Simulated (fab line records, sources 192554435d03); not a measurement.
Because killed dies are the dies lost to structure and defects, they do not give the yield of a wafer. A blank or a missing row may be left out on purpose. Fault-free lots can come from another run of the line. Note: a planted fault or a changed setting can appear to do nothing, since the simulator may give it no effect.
Matching of chambers ; flow n5Finfet ; aldSin-03 running N5_STI_FIN_REVEAL_ALD_00: 4 sister chambers
The step deposits SiO2, target thk 1 nm, pulse time 1 s. 4 wafers are shown with their chamber, then 7 later ones without.

WAFERS PAIRED WITH THEIR CHAMBERS
wafer;chamber;heaterPowerW (W)
L080.2;1;494
L083.4;0;439
L087.2;2;544
L087.4;3;384

WAFERS WITHOUT THEIR CHAMBER
wafer;heaterPowerW (W)
L087.5;510
L090.1;437
L090.4;531
L090.5;535
L093.1;538
L093.2;439
L093.3;515

THE CHAMBER EACH PASSED THROUGH
wafer;from the rows above;in truth
L087.5;can't be placed: 1 or 2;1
L090.1;0;0
L090.4;2;2
L090.5;2;2
L093.1;2;2
L093.2;0;0
L093.3;can't be placed: 1 or 2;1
Correctly placed: 5 of 7. Unplaceable from these rows: 2, with the true chamber sitting among the candidates in 2. 0 placed wrongly.
How it was worked out, from the rows above alone: a wafer's distance from a chamber is the root of the sum, over the readings, of the square of ((its reading less the chamber's mean) divided by the reading's scatter). The wafer belongs to the nearest chamber; if the next one is less than 2 further off, it can't be placed. The mean given for a chamber averages the wafers shown for that chamber. The scatter (one wafer shown for each chamber): square how far every hidden wafer sits from the nearest shown wafer, average those squares and take the square root.
